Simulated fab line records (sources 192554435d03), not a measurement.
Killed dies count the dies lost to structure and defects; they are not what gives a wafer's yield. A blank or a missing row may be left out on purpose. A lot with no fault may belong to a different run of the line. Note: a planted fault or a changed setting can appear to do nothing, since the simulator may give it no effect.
Comparing a struck lot with a sound one    flow n5Finfet    15 steps out of a route of 1938
Sound: wafers L467.3, L467.4, L467.5. Struck: wafer L484.1 (left out: L484.2, L484.4 of the same lot, which were not struck); the cause appears at the end.
For every step that has rows: the tool of each side, followed by ch and its chambers, followed by its first start. Under that, the readings that differ: sound wafers    struck wafers    difference of the means    sigmas: that difference in standard deviations of wafers without a fault.
alike: words and numbers the same on both sides, and readings whose means are apart by under 2 such deviations; not compared: readings that were withheld, readings missing a value for some wafer, numbers with overlapping values and no deviation given by the record, and bounds like >300 which may hide the same value.
The two part at a step that has a row with sigmas, a row that says differs or no value, or rows on one side only. Non-overlapping numbers with no deviation appear without sigmas and do not part them. A reading that every wafer of one side lacks parts them only if that side has two wafers or more.

N5_BEOL_M10_CD_MEAS_28 targets a cd of 70 nm.
  sound on cdSem-03 ch 0, day 11 09:47; struck on cdSem-01 ch 0, day 16 01:11
  alike: cdNm
N5_BEOL_M10_OVL_MEAS_29:
  sound on overlay-02 ch 0, day 11 09:49; struck on overlay-01 ch 0, day 16 01:13
  alike: V9_OVL
N5_BEOL_M10_INSPECT_30: inspects for defects (brightfield).
  sound on defectInspect-02 at day 11 09:50; struck on defectInspect-01 at day 16 01:15
  alike: rawDefectCount
N5_BEOL_M10_DESCUM_33: chemistry O2, time 7.9 s.
  sound on rieDiel-04 ch 0,1,2, day 11 09:52; struck on rieDiel-04 ch 1, day 16 01:17
reading     sound              struck  difference  sigmas
rfVppV (V)  245.7 244.7 242.6  241.1   -3.2        -2
  alike: drypumpMotorCurrentA, oesProductAu, showerheadPlenumPTorr, throttleValvePct
  not compared: rfHoursCounterH
N5_BEOL_M10_ETCH_65: etches SiARC in CF4, target depth 39 nm, time 65 s.
  sound on rieDiel-04 ch 0,1,2, day 11 09:54; struck on rieDiel-04 ch 1, day 16 01:19
  alike: drypumpMotorCurrentA, etchRfOnTimeS, oesProductAu, rfVppV, showerheadPlenumPTorr, throttleValvePct
  not compared: rfHoursCounterH
N5_BEOL_M10_ETCH_66: etches SOC in N2/H2, target depth 120 nm, overetch 24 nm, time 180 s.
  sound on rieDiel-04 ch 0,1,2, day 11 09:57; struck on rieDiel-04 ch 1, day 16 01:22
  alike: drypumpMotorCurrentA, oesProductAu, rfVppV, showerheadPlenumPTorr, throttleValvePct
  not compared: rfHoursCounterH
then, 4 steps without rows for these wafers: N5_BEOL_M10_STRIP_69 (strips in N2/H2); N5_BEOL_M10_VIA_ETCH_34 (etches SiCOH lowk in C4F6/O2, target depth 184.5 nm, time 69.2 s); N5_BEOL_M10_STRIP_73 (strips in C4F6/O2); N5_BEOL_M10_STRIP_36 (strips in N2/H2).
N5_BEOL_M10_TRENCH_ETCH_37: etches SiCOH lowk in C4F6/O2, target depth 148.83 nm, time 48 s.
  sound on rieDiel-04 ch 0,1,2; struck on rieDiel-04 ch 1
  alike: drypumpMotorCurrentA, oesProductAu, rfVppV, showerheadPlenumPTorr, throttleValvePct
  not compared: rfHoursCounterH
N5_BEOL_M10_ETCH_41: etches SiCN in CH3F/O2, target depth 42.6 nm, time 86 s.
  sound on rieDiel-04 ch 0,1,2; struck on rieDiel-04 ch 1
  alike: drypumpMotorCurrentA, oesProductAu, rfVppV, showerheadPlenumPTorr, throttleValvePct
  not compared: rfHoursCounterH
N5_BEOL_M10_STRIP_77: strips in N2/H2, time 10 s.
  sound on rieDiel-04 ch 0,1,2, day 11 10:17; struck on rieDiel-04 ch 1, day 16 01:41
reading                       sound                 struck  difference  sigmas
chamberPressureMTorr (mTorr)  20.002 20.011 19.992  26.004  +6.002      +99 or more
  alike: drypumpMotorCurrentA, oesProductAu, rfVppV, showerheadPlenumPTorr, throttleValvePct
  not compared: rfHoursCounterH
N5_BEOL_M10_OCD_MEAS_38:
  sound on ocd-01 at day 11 10:22; struck on ocd-01 at day 16 01:46
  alike: trenchDepthNm
-- the record jumps here: 3 days lie between the struck wafers' starts before and after (it left off in module BEOL_M10 and takes up again in module PASSIVATION, whose first step shown is number 1936 of the route) --
N5_PASSIVATION_PROBE_49:
  sound on prober-01 at day 13 11:36; struck on prober-01 at day 18 14:32
  alike: defectLimitedYield, killed_at_M0_to_M3, killed_at_M4_up, killedAtContacts, killedAtFrontEnd, killedAtOther, killedDies, killedOpen, killedShort, sort_bin_5_function, sort_bin_6_memory, sort_bin_8_speed, sortNPass, sortYieldPct

WHERE THEY PART
First at N5_BEOL_M10_DESCUM_33; last, within this record, at N5_BEOL_M10_STRIP_77. Later steps at which nothing parts them and some readings are alike: N5_BEOL_M10_OCD_MEAS_38, N5_PASSIVATION_PROBE_49.

WHY: what had been put in by the simulator
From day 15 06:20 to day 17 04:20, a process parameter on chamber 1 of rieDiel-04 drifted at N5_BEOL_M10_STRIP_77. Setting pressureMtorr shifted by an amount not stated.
